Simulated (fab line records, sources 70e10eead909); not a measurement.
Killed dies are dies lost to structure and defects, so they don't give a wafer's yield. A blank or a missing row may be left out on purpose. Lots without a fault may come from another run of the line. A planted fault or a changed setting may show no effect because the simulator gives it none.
Chamber matching | flow nand_harc | NHARC_A_STAIRCASE_CMP_472 on cmp-01: 4 sister chambers
The step polishes SiO2. 8 wafers are shown with their chamber, then 8 later ones without.

WAFERS WITH THEIR CHAMBER
wafer  | chamber | motor_current_A (A)
L082.3 | 0       | 11.6
L086.6 | 2       | 12.2
L092.1 | 2       | 12.2
L092.2 | 3       | 12.8
L093.1 | 1       | 11.8
L093.4 | 0       | 11.8
L093.5 | 1       | 11.7
L093.2 | 3       | 12.5

WAFERS WITHOUT THEIR CHAMBER
wafer  | motor_current_A (A)
L093.3 | 12.2
L093.6 | 12.1
L094.3 | 12.4
L094.5 | 12.1
L094.6 | 11.7
L097.1 | 12.0
L097.2 | 11.9
L097.6 | 11.4

WHICH CHAMBER EACH WENT THROUGH
wafer  | from the rows above          | in truth
L093.3 | 2                            | 2
L093.6 | can't be placed: 2 or 1      | 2
L094.3 | can't be placed: 2 or 3      | 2
L094.5 | can't be placed: 2 or 1      | 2
L094.6 | can't be placed: 0 or 1      | 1
L097.1 | can't be placed: 2 or 1 or 0 | 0
L097.2 | can't be placed: 1 or 0 or 2 | 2
L097.6 | can't be placed: 0 or 1      | 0
Placed correctly: 1 of 8. Can't be placed from these rows: 7 (the true chamber is among the candidates in 7). Placed wrongly: 0.
How it was worked out, from the rows above alone: a wafer's distance from a chamber is the root of the sum, over the readings, of the square of ((its reading less the chamber's mean) divided by the reading's scatter). The wafer belongs to the nearest chamber; if the next one is less than 2 further off, it can't be placed. A chamber's mean is the mean of its shown wafers. The scatter: the root of (the sum of the squares of (reading less its chamber's mean) over the shown wafers, divided by (wafers less chambers)).
